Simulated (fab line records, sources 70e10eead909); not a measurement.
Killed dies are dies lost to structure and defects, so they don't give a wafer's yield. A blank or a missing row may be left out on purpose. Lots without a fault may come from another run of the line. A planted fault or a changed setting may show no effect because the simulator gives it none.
fab line records | flow nand_harc
record lots=5 wafers=15 last_day=33
route steps=1302 shown A_ONON_D2@548 A_CHANNEL_HOLE_D2@570
lots that met no fault: from a run of the same line without faults
start_h: hours from the record's first day to the start of the lot's first wafer shown | wait_h: hours since the lot's step before | " the same as in the row above | L1.1+2: a row that stands for several wafers | - no value, or no start given | * or withheld: withheld | < > ~ a bound
route shown NAME@n: a module of which the file shows steps, and the number in the route of the first | usual: mean/standard deviation of fault-free wafers | same: alike in all rows | chamber/n: place in a boat | sites: the reading at each site | _std_site: their standard deviation | _edge_site: outer sites' mean less inner sites' | radius_mm: how far each site lies from the wafer's centre | mask NAME#n: copy n | behind: the tool/chamber that last shaped the wafer | hold: why the lot was held/for how many hours/how that ended | device: the transistor (n, p or np) that didn't switch | end of line: the same wafers' tests at the end of the route | a step without rows: its recipe alone | killed: dies lost to structure and defects at the first sort, not the wafer's yield | map: a wafer's dies, x killed, . not, _ none there
set.NAME: the setting as run; set.NAME@STEP: as run at that earlier step | model.NAME: the simulator's own value behind a step, which no gauge read
lots at some steps of the route; a table a step, a row a wafer
services: from which hour (start_h, from the record's first day; less than 0 if before it) a tool's chamber was out of use, for how many hours, and why
## steps
# step NHARC_A_ONON_D2_THK_MEAS_05
# recipe thk_meas_gauge=ellipsometry
# usual thk_nm=1001/8.1
# columns lot.wafer tool chamber start_h wait_h thk_nm
L082.1 film_metro-02 - 360.85 - 1004
L082.2 " - " " 1005
L082.3 " - " " 1003
L084.1 film_metro-01 - 375.99 - 990
L084.4 " - " " 989
L084.5 " - " " 989
L085.1 film_metro-02 - 390.97 - 1013
L085.2 " - " " 1014
L085.3 " - " " 1013
L086.1 film_metro-02 - 397.19 - 1011
L086.2 " - " " 1010
L086.4 " - " " 1010
L096.1 film_metro-01 - 505.82 - 1004
L096.2 " - " " 1003
L096.6 " - " " 1003
# step NHARC_A_ONON_D2_DEP_06
# recipe target_thk_a=10000 n2_flow_sccm=2750 n2o_flow_sccm=2000 nh3_flow_sccm=500 sih4_flow_sccm=210 temp_c=400
# usual n2o_flow_sccm=2001/5.9
# columns lot.wafer tool chamber start_h wait_h n2o_flow_sccm
L082.1 pecvd_onon-02 0 360.90 0.1 1990
L082.2 " 0 " " 2003
L082.3 " 0 " " 2007
L084.1 pecvd_onon-03 0 376.05 0.1 1995
L084.4 " 0 " " 2005
L084.5 " 0 " " 2006
L085.1 pecvd_onon-03 0 391.03 0.1 1993
L085.2 " 0 " " 2003
L085.3 " 0 " " 2004
L086.1 pecvd_onon-03 0 397.25 0.1 2012
L086.2 " 0 " " 2004
L086.4 " 0 " " 2000
L096.1 pecvd_onon-03 0 505.88 0.1 2009
L096.2 " 0 " " 2003
L096.6 " 0 " " 2006
# step NHARC_A_ONON_D2_THK_MEAS_08
# recipe thk_meas_gauge=ellipsometry
# usual thk_nm=1002/11
# columns lot.wafer tool chamber start_h wait_h thk_nm
L082.1 film_metro-01 - 361.42 - 999
L082.2 " - " " 997
L082.3 " - " " 997
L084.1 film_metro-01 - 376.56 - 1002
L084.4 " - " " 1002
L084.5 " - " " 1002
L085.1 film_metro-01 - 391.54 - 1006
L085.2 " - " " 1005
L085.3 " - " " 1004
L086.1 film_metro-01 - 397.76 - 1007
L086.2 " - " " 1007
L086.4 " - " " 1006
L096.1 film_metro-01 - 506.39 - 995
L096.2 " - " " 994
L096.6 " - " " 995
# step NHARC_A_ONON_D2_DEP_09
# recipe target_thk_a=10000 n2_flow_sccm=2750 n2o_flow_sccm=2000 nh3_flow_sccm=500 sih4_flow_sccm=210 temp_c=400
# usual n2o_flow_sccm=2000/6.5
# columns lot.wafer tool chamber start_h wait_h n2o_flow_sccm
L082.1 pecvd_onon-01 0 361.47 0.1 2007
L082.2 " 0 " " 2000
L082.3 " 0 " " 1998
L084.1 pecvd_onon-01 0 376.61 0.1 1998
L084.4 " 0 " " 2007
L084.5 " 0 " " 2005
L085.1 pecvd_onon-02 0 391.59 0.1 2003
L085.2 " 0 " " 2008
L085.3 " 0 " " 2008
L086.1 pecvd_onon-01 0 397.81 0.1 1999
L086.2 " 0 " " 1996
L086.4 " 0 " " 1990
L096.1 pecvd_onon-03 0 506.44 0.1 1999
L096.2 " 0 " " 2007
L096.6 " 0 " " 2012
# step NHARC_A_ONON_D2_THK_MEAS_11
# recipe thk_meas_gauge=ellipsometry
# usual thk_nm=999/11
# columns lot.wafer tool chamber start_h wait_h thk_nm
L082.1 film_metro-01 - 361.99 - 1012
L082.2 " - " " 1012
L082.3 " - " " 1011
L084.1 film_metro-01 - 377.12 - 1010
L084.4 " - " " 1009
L084.5 " - " " 1009
L085.1 film_metro-01 - 392.10 - 1009
L085.2 " - " " 1008
L085.3 " - " " 1008
L086.1 film_metro-02 - 398.33 - 994
L086.2 " - " " 995
L086.4 " - " " 994
L096.1 film_metro-01 - 506.96 - 990
L096.2 " - " " 991
L096.6 " - " " 991
# step NHARC_A_ONON_D2_DEP_12
# recipe target_thk_a=10000 n2_flow_sccm=2750 n2o_flow_sccm=2000 nh3_flow_sccm=500 sih4_flow_sccm=210 temp_c=400
# usual n2o_flow_sccm=2000/5.8
# columns lot.wafer tool chamber start_h wait_h n2o_flow_sccm
L082.1 pecvd_onon-03 0 362.04 0.1 1993
L082.2 " 0 " " 2008
L082.3 " 0 " " 2004
L084.1 pecvd_onon-03 0 377.18 0.1 1990
L084.4 " 0 " " 1994
L084.5 " 0 " " 1992
L085.1 pecvd_onon-01 0 392.16 0.1 2001
L085.2 " 0 " " 1996
L085.3 " 0 " " 1998
L086.1 pecvd_onon-03 0 398.38 0.1 1993
L086.2 " 0 " " 1995
L086.4 " 0 " " 2004
L096.1 pecvd_onon-03 0 507.01 0.1 2001
L096.2 " 0 " " 2010
L096.6 " 0 " " 2007
# step NHARC_A_ONON_D2_THK_MEAS_14
# recipe thk_meas_gauge=ellipsometry
# usual thk_nm=998/9.4
# columns lot.wafer tool chamber start_h wait_h thk_nm
L082.1 film_metro-01 - 362.55 - 1001
L082.2 " - " " 1000
L082.3 " - " " 999
L084.1 film_metro-01 - 377.69 - 994
L084.4 " - " " 992
L084.5 " - " " 993
L085.1 film_metro-01 - 392.67 - 999
L085.2 " - " " 999
L085.3 " - " " 998
L086.1 film_metro-01 - 398.90 - 986
L086.2 " - " " 989
L086.4 " - " " 990
L096.1 film_metro-02 - 507.52 - 1019
L096.2 " - " " 1019
L096.6 " - " " 1019
# step NHARC_A_ONON_D2_ANNEAL_15
# recipe temp_c=750 time_s=3600
# usual zone_power_centre_pct=14.33/0.21
# same time_s=3600
# columns lot.wafer tool chamber start_h wait_h zone_power_centre_pct
L082.1 furnace-07 0 365.57 3.0 14.43
L082.2 " 0 " " 14.25
L082.3 " 0 " " 13.89
L084.1 furnace-07 0 380.71 3.0 14.62
L084.4 " 0 " " 14.17
L084.5 " 0 " " 14.12
L085.1 furnace-08 0 396.06 3.4 14.35
L085.2 " 0 " " 14.76
L085.3 " 0 " " 14.65
L086.1 furnace-08 0 402.28 3.4 14.53
L086.2 " 0 " " 14.46
L086.4 " 0 " " 14.56
L096.1 furnace-01 0 513.72 6.2 14.19
L096.2 " 0 " " 14.13
L096.6 " 0 " " 14.23
# step NHARC_A_ONON_D2_DEP_16
# recipe target_thk_a=10000 n2_flow_sccm=2750 n2o_flow_sccm=2000 nh3_flow_sccm=500 sih4_flow_sccm=210 temp_c=400
# usual n2o_flow_sccm=2001/5.6
# columns lot.wafer tool chamber start_h wait_h n2o_flow_sccm
L082.1 pecvd_onon-03 0 369.41 0.4 2000
L082.2 " 0 " " 2008
L082.3 " 0 " " 1998
L084.1 pecvd_onon-02 0 384.57 0.4 1998
L084.4 " 0 " " 2004
L084.5 " 0 " " 2006
L085.1 pecvd_onon-01 0 399.96 0.4 1996
L085.2 " 0 " " 1997
L085.3 " 0 " " 1993
L086.1 pecvd_onon-03 0 406.13 0.4 2000
L086.2 " 0 " " 1995
L086.4 " 0 " " 1994
L096.1 pecvd_onon-03 0 517.51 0.4 2002
L096.2 " 0 " " 2009
L096.6 " 0 " " 2000
# step NHARC_A_ONON_D2_THK_MEAS_18
# recipe thk_meas_gauge=ellipsometry
# usual thk_nm=1001/9
# columns lot.wafer tool chamber start_h wait_h thk_nm
L082.1 film_metro-02 - 369.92 - 1003
L082.2 " - " " 1003
L082.3 " - " " 1004
L084.1 film_metro-01 - 385.08 - 1001
L084.4 " - " " 999
L084.5 " - " " 1000
L085.1 film_metro-01 - 400.47 - 1009
L085.2 " - " " 1009
L085.3 " - " " 1008
L086.1 film_metro-02 - 406.64 - 1001
L086.2 " - " " 1001
L086.4 " - " " 1002
L096.1 film_metro-02 - 518.02 - 1010
L096.2 " - " " 1009
L096.6 " - " " 1008
# step NHARC_A_ONON_D2_DEP_19
# recipe target_thk_a=10000 n2_flow_sccm=2750 n2o_flow_sccm=2000 nh3_flow_sccm=500 sih4_flow_sccm=210 temp_c=400
# usual n2o_flow_sccm=2000/5.6
# columns lot.wafer tool chamber start_h wait_h n2o_flow_sccm
L082.1 pecvd_onon-03 0 369.98 0.1 1996
L082.2 " 0 " " 2004
L082.3 " 0 " " 2008
L084.1 pecvd_onon-03 0 385.14 0.1 2004
L084.4 " 0 " " 1999
L084.5 " 0 " " 1998
L085.1 pecvd_onon-02 0 400.52 0.1 2005
L085.2 " 0 " " 2014
L085.3 " 0 " " 1995
L086.1 pecvd_onon-03 0 406.70 0.1 2002
L086.2 " 0 " " 1999
L086.4 " 0 " " 2000
L096.1 pecvd_onon-03 0 518.07 0.1 2008
L096.2 " 0 " " 2011
L096.6 " 0 " " 2006
# step NHARC_A_ONON_D2_THK_MEAS_21
# recipe thk_meas_gauge=ellipsometry
# usual thk_nm=1003/11
# columns lot.wafer tool chamber start_h wait_h thk_nm
L082.1 film_metro-01 - 370.49 - 1007
L082.2 " - " " 1007
L082.3 " - " " 1008
L084.1 film_metro-01 - 385.65 - 1005
L084.4 " - " " 1006
L084.5 " - " " 1004
L085.1 film_metro-02 - 401.04 - 998
L085.2 " - " " 995
L085.3 " - " " 998
L086.1 film_metro-01 - 407.21 - 1017
L086.2 " - " " 1018
L086.4 " - " " 1017
L096.1 film_metro-02 - 518.58 - 990
L096.2 " - " " 991
L096.6 " - " " 993
# step NHARC_A_ONON_D2_DEP_22
# recipe target_thk_a=10000 n2_flow_sccm=2750 n2o_flow_sccm=2000 nh3_flow_sccm=500 sih4_flow_sccm=210 temp_c=400
# usual n2o_flow_sccm=1999/5.8
# columns lot.wafer tool chamber start_h wait_h n2o_flow_sccm
L082.1 pecvd_onon-03 0 370.55 0.1 1992
L082.2 " 0 " " 1996
L082.3 " 0 " " 1984
L084.1 pecvd_onon-01 0 385.70 0.1 1999
L084.4 " 0 " " 2009
L084.5 " 0 " " 1995
L085.1 pecvd_onon-03 0 401.09 0.1 2003
L085.2 " 0 " " 1996
L085.3 " 0 " " 2006
L086.1 pecvd_onon-01 0 407.26 0.1 1999
L086.2 " 0 " " 2000
L086.4 " 0 " " 2000
L096.1 pecvd_onon-03 0 518.64 0.1 2001
L096.2 " 0 " " 2000
L096.6 " 0 " " 2003
# step NHARC_A_ONON_D2_THK_MEAS_24
# recipe thk_meas_gauge=ellipsometry
# usual thk_nm=1000/7.8
# columns lot.wafer tool chamber start_h wait_h thk_nm
L082.1 film_metro-01 - 371.06 - 1003
L082.2 " - " " 1001
L082.3 " - " " 1002
L084.1 film_metro-01 - 386.22 - 1000
L084.4 " - " " 997
L084.5 " - " " 999
L085.1 film_metro-02 - 401.60 - 1001
L085.2 " - " " 1000
L085.3 " - " " 1001
L086.1 film_metro-01 - 407.78 - 993
L086.2 " - " " 992
L086.4 " - " " 992
L096.1 film_metro-01 - 519.15 - 998
L096.2 " - " " 998
L096.6 " - " " 999
# step NHARC_A_ONON_D2_DEP_25
# recipe target_thk_a=10000 n2_flow_sccm=2750 n2o_flow_sccm=2000 nh3_flow_sccm=500 sih4_flow_sccm=210 temp_c=400
# usual n2o_flow_sccm=2000/6.1
# columns lot.wafer tool chamber start_h wait_h n2o_flow_sccm
L082.1 pecvd_onon-01 0 371.11 0.1 1999
L082.2 " 0 " " 1997
L082.3 " 0 " " 1998
L084.1 pecvd_onon-02 0 386.27 0.1 2017
L084.4 " 0 " " 2009
L084.5 " 0 " " 2006
L085.1 pecvd_onon-01 0 401.65 0.1 2004
L085.2 " 0 " " 2004
L085.3 " 0 " " 2006
L086.1 pecvd_onon-02 0 407.83 0.1 2006
L086.2 " 0 " " 2005
L086.4 " 0 " " 2005
L096.1 pecvd_onon-03 0 519.21 0.1 2001
L096.2 " 0 " " 2000
L096.6 " 0 " " 2002
# step NHARC_A_ONON_D2_THK_MEAS_27
# recipe thk_meas_gauge=ellipsometry
# usual thk_nm=1000/9.6
# columns lot.wafer tool chamber start_h wait_h thk_nm
L082.1 film_metro-01 - 371.64 - 1003
L082.2 " - " " 1003
L082.3 " - " " 1003
L084.1 film_metro-01 - 386.78 - 998
L084.4 " - " " 1000
L084.5 " - " " 999
L085.1 film_metro-01 - 402.17 - 1003
L085.2 " - " " 1003
L085.3 " - " " 1004
L086.1 film_metro-01 - 408.34 - 980
L086.2 " - " " 980
L086.4 " - " " 980
L096.1 film_metro-01 - 519.72 - 994
L096.2 " - " " 995
L096.6 " - " " 994
# step NHARC_A_ONON_D2_DEP_28
# recipe target_thk_a=10000 n2_flow_sccm=2750 n2o_flow_sccm=2000 nh3_flow_sccm=500 sih4_flow_sccm=210 temp_c=400
# usual n2o_flow_sccm=2000/6.2
# columns lot.wafer tool chamber start_h wait_h n2o_flow_sccm
L082.1 pecvd_onon-03 0 371.70 0.1 2003
L082.2 " 0 " " 1994
L082.3 " 0 " " 1999
L084.1 pecvd_onon-03 0 386.84 0.1 2003
L084.4 " 0 " " 1996
L084.5 " 0 " " 2000
L085.1 pecvd_onon-02 0 402.22 0.1 2007
L085.2 " 0 " " 2002
L085.3 " 0 " " 2006
L086.1 pecvd_onon-02 0 408.39 0.1 2001
L086.2 " 0 " " 2002
L086.4 " 0 " " 2006
L096.1 pecvd_onon-02 0 519.78 0.1 2003
L096.2 " 0 " " 1997
L096.6 " 0 " " 2007
# step NHARC_A_ONON_D2_THK_MEAS_30
# recipe thk_meas_gauge=ellipsometry
# usual thk_nm=998/8.5
# columns lot.wafer tool chamber start_h wait_h thk_nm
L082.1 film_metro-02 - 372.20 - 988
L082.2 " - " " 987
L082.3 " - " " 987
L084.1 film_metro-01 - 387.35 - 982
L084.4 " - " " 982
L084.5 " - " " 983
L085.1 film_metro-02 - 402.73 - 997
L085.2 " - " " 998
L085.3 " - " " 998
L086.1 film_metro-02 - 408.91 - 1002
L086.2 " - " " 1002
L086.4 " - " " 1004
L096.1 film_metro-01 - 520.28 - 1008
L096.2 " - " " 1008
L096.6 " - " " 1006
# step NHARC_A_ONON_D2_DEP_33
# recipe target_thk_a=2000 temp_c=400 pressure_torr=6.5 rf_w=900 teos_flow_sccm=161.4 flow_sccm=2650 target_thk_nm=200 gas=O2 material=SiO2
# usual heater_power_w=535/130 throttle_valve_pct=15.9/0.73
# columns lot.wafer tool chamber start_h wait_h heater_power_w throttle_valve_pct
L082.2 pecvd-02 2 372.26 0.1 486 15.8
L082.1 " 0 " " 481 15.7
L082.3 " 0 " " 479 16.0
L084.1 pecvd-03 0 387.45 0.1 703 15.6
L084.4 " 2 " " 343 17.0
L084.5 " 0 " " 722 15.7
L085.2 pecvd-03 1 402.79 0.1 627 15.7
L085.3 " 2 " " 393 17.4
L085.1 " 0 " " 757 15.9
L086.2 pecvd-01 0 408.97 0.1 573 15.6
L086.1 " 1 " " 518 15.5
L086.4 " 1 " " 539 15.5
L096.1 pecvd-01 0 520.34 0.1 645 16.0
L096.2 " 2 " " 509 16.6
L096.6 " 1 " " 504 15.1
# step NHARC_A_ONON_D2_THK_MEAS_34
# recipe thk_meas_gauge=ellipsometry
# usual thk_nm=201/3.1
# columns lot.wafer tool chamber start_h wait_h thk_nm
L082.1 film_metro-02 - 372.81 0.4 198
L082.2 " - " " 198
L082.3 " - " " 203
L084.1 film_metro-01 - 387.82 - 198
L084.4 " - " " 205
L084.5 " - " " 206
L085.1 film_metro-01 - 403.20 - 200
L085.2 " - " " 200
L085.3 " - " " 204
L086.1 film_metro-02 - 409.38 - 200
L086.2 " - " " 200
L086.4 " - " " 203
L096.1 film_metro-02 - 520.75 - 197
L096.2 " - " " 197
L096.6 " - " " 205
# step NHARC_A_ONON_D2_INSPECT_32
# usual raw_defect_count=398/190
# columns lot.wafer tool chamber start_h wait_h raw_defect_count
L082.1 defect_inspect-01 - 372.90 0.0 463
L082.2 " - " " 284
L082.3 " - " " 335
L084.1 defect_inspect-02 - 387.88 0.0 332
L084.4 " - " " 492
L084.5 " - " " 356
L085.1 defect_inspect-02 - 403.27 0.0 490
L085.2 " - " " 189
L085.3 " - " " 336
L086.1 defect_inspect-01 - 409.47 0.0 606
L086.2 " - " " 1202
L086.4 " - " " 805
L096.1 defect_inspect-01 - 520.81 0.0 466
L096.2 " - " " 879
L096.6 " - " " 382
# step NHARC_A_CHANNEL_HOLE_D2_DEP_00
# recipe target_thk_a=31000 temp_c=400 material=aC
# usual throttle_valve_pct=34.999/0.0086
# columns lot.wafer tool chamber start_h wait_h throttle_valve_pct
L082.1 acl_dep-02 0 373.57 0.7 34.996
L082.2 " 0 " " 35.007
L082.3 " 0 " " 34.989
L084.1 acl_dep-02 0 390.22 2.3 35.001
L084.4 " 0 " " 34.982
L084.5 " 0 " " 35.009
L085.1 acl_dep-03 0 403.87 0.6 35.003
L085.2 " 0 " " 34.997
L085.3 " 0 " " 35.010
L086.1 acl_dep-02 0 410.42 1.0 35.003
L086.2 " 0 " " 34.992
L086.4 " 0 " " 34.984
L096.1 acl_dep-03 0 520.88 0.1 35.000
L096.2 " 0 " " 35.012
L096.6 " 0 522.44 1.6 35.010
# step NHARC_A_CHANNEL_HOLE_D2_DEP_01
# recipe target_thk_a=1400 target_thk_nm=140 temp_c=400 pressure_torr=3.5 flow_sccm=200 rf_w=350 material=SiON
# usual heater_power_w=716/120
# columns lot.wafer tool chamber start_h wait_h heater_power_w
L082.2 pecvd-02 0 375.49 1.3 658
L082.1 " 2 " " 579
L082.3 " 0 " " 649
L084.1 pecvd-03 2 392.18 1.6 570
L084.4 " 2 " " 603
L084.5 " 0 " " 972
L085.1 pecvd-04 0 405.77 1.6 860
L085.2 " 1 " " 608
L085.3 " 2 " " 675
L086.1 pecvd-03 1 412.36 1.6 836
L086.2 " 0 " " 919
L086.4 " 0 " " 927
L096.1 pecvd-03 2 522.77 1.6 570
L096.2 " 0 " " 830
L096.6 " 1 " " 853
# step NHARC_A_CHANNEL_HOLE_D2_DEHYDRATE_02
# recipe temp_c=150 time_s=120
# usual resist_line_temp_C=22.98/0.1
# same time_s=120
# columns lot.wafer tool chamber start_h wait_h resist_line_temp_C
L082.1 litho_track-04 0 375.85 0.3 23.11
L082.2 " 0 " " 23.03
L082.3 " 0 " " 23.07
L084.1 litho_track-04 0 392.42 0.2 22.85
L084.4 " 0 " " 22.93
L084.5 " 0 " " 22.86
L085.1 litho_track-01 0 406.04 0.2 23.11
L085.2 " 0 " " 22.95
L085.3 " 0 " " 22.99
L086.1 litho_track-06 0 412.63 0.2 22.88
L086.2 " 0 " " 23.07
L086.4 " 0 " " 23.01
L096.1 litho_track-06 0 523.04 0.2 22.85
L096.2 " 0 " " 22.95
L096.6 " 0 " " 22.91
# step NHARC_A_CHANNEL_HOLE_D2_HMDS_03
# recipe time_s=30
# usual resist_line_temp_C=22.99/0.097
# same time_s=30
# columns lot.wafer tool chamber start_h wait_h resist_line_temp_C
L082.1 litho_track-04 0 - - 23.11
L082.2 " 0 " " 23.07
L082.3 " 0 " " 23.00
L084.1 litho_track-04 0 - - 22.94
L084.4 " 0 " " 22.92
L084.5 " 0 " " 22.83
L085.1 litho_track-01 0 - - 23.18
L085.2 " 0 " " 23.15
L085.3 " 0 " " 23.11
L086.1 litho_track-06 0 - - 22.96
L086.2 " 0 " " 23.04
L086.4 " 0 " " 22.98
L096.1 litho_track-06 0 - - 23.14
L096.2 " 0 " " 22.86
L096.6 " 0 " " 23.08
# step NHARC_A_CHANNEL_HOLE_D2_COAT_36
# recipe temp_c=260 time_s=75
# usual resist_line_temp_C=23.03/0.1
# same time_s=75
# columns lot.wafer tool chamber start_h wait_h resist_line_temp_C
L082.1 litho_track-04 0 - - 22.95
L082.2 " 0 " " 22.89
L082.3 " 0 " " 23.01
L084.1 litho_track-04 0 - - 23.10
L084.4 " 0 " " 23.31
L084.5 " 0 " " 23.23
L085.1 litho_track-01 0 - - 23.12
L085.2 " 0 " " 23.03
L085.3 " 0 " " 23.10
L086.1 litho_track-06 0 - - 23.18
L086.2 " 0 " " 23.10
L086.4 " 0 " " 23.06
L096.1 litho_track-06 0 - - 23.02
L096.2 " 0 " " 22.94
L096.6 " 0 " " 22.92
# step NHARC_A_CHANNEL_HOLE_D2_COAT_37
# recipe temp_c=225 time_s=65
# usual resist_line_temp_C=22.99/0.11
# same time_s=65
# columns lot.wafer tool chamber start_h wait_h resist_line_temp_C
L082.1 litho_track-04 0 - - 22.86
L082.2 " 0 " " 23.00
L082.3 " 0 " " 22.99
L084.1 litho_track-04 0 - - 22.95
L084.4 " 0 " " 23.09
L084.5 " 0 " " 23.09
L085.1 litho_track-01 0 - - 23.04
L085.2 " 0 " " 22.98
L085.3 " 0 " " 22.96
L086.1 litho_track-06 0 - - 23.05
L086.2 " 0 " " 22.96
L086.4 " 0 " " 23.16
L096.1 litho_track-06 0 - - 23.20
L096.2 " 0 " " 22.98
L096.6 " 0 " " 23.01
# step NHARC_A_CHANNEL_HOLE_D2_COAT_04
# recipe spin_rpm=1500 resist_thk_nm=90
# usual resist_line_temp_C=22.99/0.1
# columns lot.wafer tool chamber start_h wait_h resist_line_temp_C
L082.1 litho_track-04 0 - - 22.97
L082.2 " 0 " " 23.02
L082.3 " 0 " " 22.93
L084.1 litho_track-04 0 - - 22.97
L084.4 " 0 " " 23.09
L084.5 " 0 " " 22.99
L085.1 litho_track-01 0 - - 23.17
L085.2 " 0 " " 22.97
L085.3 " 0 " " 22.86
L086.1 litho_track-06 0 - - 22.90
L086.2 " 0 " " 23.03
L086.4 " 0 " " 23.01
L096.1 litho_track-06 0 - - 22.96
L096.2 " 0 " " 22.87
L096.6 " 0 " " 22.96
# step NHARC_A_CHANNEL_HOLE_D2_SOFTBAKE_05
# recipe temp_c=105 time_s=55
# usual resist_line_temp_C=23.00/0.11
# same time_s=55
# columns lot.wafer tool chamber start_h wait_h resist_line_temp_C
L082.1 litho_track-04 0 - - 23.07
L082.2 " 0 " " 22.99
L082.3 " 0 " " 23.16
L084.1 litho_track-04 0 - - 22.64
L084.4 " 0 " " 22.88
L084.5 " 0 " " 22.85
L085.1 litho_track-01 0 - - 23.16
L085.2 " 0 " " 22.89
L085.3 " 0 " " 22.92
L086.1 litho_track-06 0 - - 23.00
L086.2 " 0 " " 23.10
L086.4 " 0 " " 23.01
L096.1 litho_track-06 0 - - 23.10
L096.2 " 0 " " 23.25
L096.6 " 0 " " 23.10
# step NHARC_A_CHANNEL_HOLE_D2_EBR_06
# usual resist_line_temp_C=23.00/0.12
# columns lot.wafer tool chamber start_h wait_h resist_line_temp_C
L082.1 litho_track-04 0 - - 22.92
L082.2 " 0 " " 22.91
L082.3 " 0 " " 22.73
L084.1 litho_track-04 0 - - 23.09
L084.4 " 0 " " 23.07
L084.5 " 0 " " 23.22
L085.1 litho_track-01 0 - - 23.13
L085.2 " 0 " " 22.98
L085.3 " 0 " " 23.11
L086.1 litho_track-06 0 - - 22.89
L086.2 " 0 " " 23.02
L086.4 " 0 " " 23.05
L096.1 litho_track-06 0 - - 23.10
L096.2 " 0 " " 23.25
L096.6 " 0 " " 23.09
# step NHARC_A_CHANNEL_HOLE_D2_EXPOSE_07
# recipe na=1.35 target_cd_nm=100 sigma_outer=0.3 dose_mj=59.65 mask_id=HOLE_D2
# columns lot.wafer tool chamber start_h wait_h mask
L082.1+2+3 arfi_scanner-01 0 376.16 - HOLE_D2#0
L084.1+4+5 arfi_scanner-02 0 392.61 - HOLE_D2#0
L085.1+2+3 arfi_scanner-03 0 406.35 - HOLE_D2#0
L086.1+2+4 arfi_scanner-01 0 412.94 - HOLE_D2#0
L096.1+2+6 arfi_scanner-02 0 523.23 - HOLE_D2#0
# step NHARC_A_CHANNEL_HOLE_D2_PEB_08
# recipe peb_temp_c=100 peb_time_s=65
# usual resist_line_temp_C=22.98/0.1
# columns lot.wafer tool chamber start_h wait_h resist_line_temp_C
L082.1 litho_track-01 0 376.22 0.1 22.96
L082.2 " 0 " " 23.01
L082.3 " 0 " " 22.96
L084.1 litho_track-06 0 392.67 0.1 23.02
L084.4 " 0 " " 23.08
L084.5 " 0 " " 23.02
L085.1 litho_track-06 0 406.42 0.1 23.05
L085.2 " 0 " " 23.13
L085.3 " 0 " " 23.02
L086.1 litho_track-06 0 413.00 0.1 23.11
L086.2 " 0 " " 22.97
L086.4 " 0 " " 22.99
L096.1 litho_track-06 0 523.29 0.1 22.81
L096.2 " 0 " " 22.84
L096.6 " 0 " " 23.01
# step NHARC_A_CHANNEL_HOLE_D2_DEVELOP_09
# recipe develop_time_s=35 dev_temp_c=23
# usual developer_temp_C=22.99/0.096 resist_line_temp_C=23.01/0.12
# columns lot.wafer tool chamber start_h wait_h developer_temp_C resist_line_temp_C
L082.1 litho_track-01 0 - - 22.93 23.02
L082.2 " 0 " " 22.89 23.02
L082.3 " 0 " " 23.03 22.97
L084.1 litho_track-06 0 - - 23.00 23.05
L084.4 " 0 " " 23.02 23.15
L084.5 " 0 " " 22.99 23.29
L085.1 litho_track-06 0 - - 22.93 22.99
L085.2 " 0 " " 22.80 23.00
L085.3 " 0 " " 22.87 22.88
L086.1 litho_track-06 0 - - 22.96 22.95
L086.2 " 0 " " 23.01 22.94
L086.4 " 0 " " 22.94 22.91
L096.1 litho_track-06 0 - - 22.95 23.07
L096.2 " 0 " " 23.03 23.11
L096.6 " 0 " " 23.06 23.16
# step NHARC_A_CHANNEL_HOLE_D2_CD_MEAS_10
# recipe target_cd_nm=100 landing_energy_ev=500
# usual cd_nm=100.1/0.53
# columns lot.wafer tool chamber start_h wait_h cd_nm
L082.1 cd_sem-02 0 376.30 - 100.1
L082.2 " 0 " " 100.1
L082.3 " 0 " " 99.4
L084.1 cd_sem-01 0 392.75 - 100.4
L084.4 " 0 " " 99.8
L084.5 " 0 " " 100.2
L085.1 cd_sem-01 0 406.49 - 100.0
L085.2 " 0 " " 99.5
L085.3 " 0 " " 100.0
L086.1 cd_sem-02 0 413.08 - 100.1
L086.2 " 0 " " 99.6
L086.4 " 0 " " 100.0
L096.1 cd_sem-01 0 523.37 - 99.7
L096.2 " 0 " " 100.5
L096.6 " 0 " " 100.2
# step NHARC_A_CHANNEL_HOLE_D2_OVL_MEAS_11
# usual overlay_x_nm=-0.1/0.71 overlay_y_nm=0.0/0.93
# columns lot.wafer tool chamber start_h wait_h overlay_x_nm overlay_y_nm
L082.1 overlay-01 - 376.38 - -1.2 -0.6
L082.2 " - " " -1.0 -0.9
L082.3 " - " " -1.2 -1.0
L084.1 overlay-01 - 392.84 - 0.7 1.1
L084.4 " - " " 0.8 0.9
L084.5 " - " " 1.5 1.7
L085.1 overlay-02 - 406.58 - -0.8 0.0
L085.2 " - " " -0.1 -0.2
L085.3 " - " " -0.1 -0.6
L086.1 overlay-02 - 413.17 - 1.1 1.4
L086.2 " - " " 0.8 1.4
L086.4 " - " " 1.3 1.5
L096.1 overlay-02 - 523.46 - -1.2 -0.3
L096.2 " - " " -1.2 -0.3
L096.6 " - " " -1.1 0.1
# step NHARC_A_CHANNEL_HOLE_D2_INSPECT_12
# usual raw_defect_count=28/22
# columns lot.wafer tool chamber start_h wait_h raw_defect_count
L082.1 defect_inspect-02 - 376.42 0.0 8
L082.2 " - " " 4
L082.3 " - " " 8
L084.1 defect_inspect-01 - 392.87 0.0 53
L084.4 " - " " 55
L084.5 " - " " 60
L085.1 defect_inspect-01 - 406.62 0.0 7
L085.2 " - " " 9
L085.3 " - " " 10
L086.1 defect_inspect-02 - 413.21 0.0 14
L086.2 " - " " 18
L086.4 " - " " 15
L096.1 defect_inspect-02 - 523.50 0.0 25
L096.2 " - " " 31
L096.6 " - " " 20
## services
# columns tool chamber start_h hours kind
pecvd-03 - 339.29 1.7 repair
arfi_scanner-01 - 342.40 10.0 repair
pecvd-02 1 349.80 28.0 repair
litho_track-06 - 354.00 7.0 pm
arfi_scanner-01 - 356.33 3.0 repair
pecvd_onon-02 - 366.00 13.0 pm
pecvd-03 - 366.01 13.0 pm
litho_track-04 - 378.00 7.0 pm
arfi_scanner-02 - 384.68 0.4 repair
furnace-07 - 386.36 26.0 pm
furnace-08 - 386.46 7.2 repair
pecvd_onon-03 - 408.00 13.0 pm
pecvd-02 - 408.47 13.0 pm
arfi_scanner-01 - 424.00 4.0 pm
acl_dep-02 - 426.70 13.0 pm
arfi_scanner-01 - 428.14 0.9 repair
furnace-08 - 435.49 7.1 repair
pecvd_onon-01 - 450.40 13.0 pm
pecvd_onon-03 - 454.26 0.2 repair
furnace-08 - 471.85 16.7 repair
arfi_scanner-02 - 477.52 1.4 repair
arfi_scanner-02 - 484.00 4.0 pm
furnace-08 - 488.57 26.0 pm
litho_track-01 - 505.00 7.0 pm
## key
fault none
